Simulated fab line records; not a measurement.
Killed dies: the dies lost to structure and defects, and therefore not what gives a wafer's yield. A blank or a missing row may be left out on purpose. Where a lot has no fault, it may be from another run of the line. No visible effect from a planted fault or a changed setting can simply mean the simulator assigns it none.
Chamber matching    flow n5_finfet    pecvd-01 running N5_BEOL_M0_SAQP_HM_DEP_111: 3 sister chambers
The step deposits SiO2 from SiH4/N2O, target thk 12 nm, time 7.2 s. 6 wafers are shown with their chamber, then 8 later ones without.

## EACH WAFER AND ITS CHAMBER
wafer   chamber  showerhead_plenum_p_Torr (Torr)  heater_power_w (W)
L083.6  2        8.44                             772
L084.3  2        8.45                             779
L084.4  1        8.21                             902
L087.4  1        8.25                             962
L087.5  0        8.36                             822
L091.2  0        8.37                             843

## WAFERS WHOSE CHAMBER IS MISSING
wafer   showerhead_plenum_p_Torr (Torr)  heater_power_w (W)
L091.3  8.44                             705
L091.6  8.23                             928
L092.2  8.34                             854
L092.3  8.26                             925
L092.4  8.36                             848
L094.2  8.34                             835
L094.3  8.22                             896
L094.5  8.35                             824

## CHAMBER TAKEN BY EACH
wafer   from the rows above  in truth
L091.3  2                    2
L091.6  1                    1
L092.2  0                    0
L092.3  1                    1
L092.4  0                    0
L094.2  0                    0
L094.3  1                    1
L094.5  0                    0
Correctly placed: 8 of 8. Not placeable from these rows: 0. Placed wrongly: 0.
How it was worked out, from the rows above alone: a wafer's distance from a chamber is the root of the sum, over the readings, of the square of ((its reading less the chamber's mean) divided by the reading's scatter). If the next closest chamber is less than 2 further off than the closest, the wafer can't be placed; otherwise it belongs to the closest. The mean given for a chamber averages the wafers shown for that chamber. The scatter is the square root of a quotient: the sum, over the shown wafers, of each reading's squared deviation from its chamber's mean, divided by wafers minus chambers.
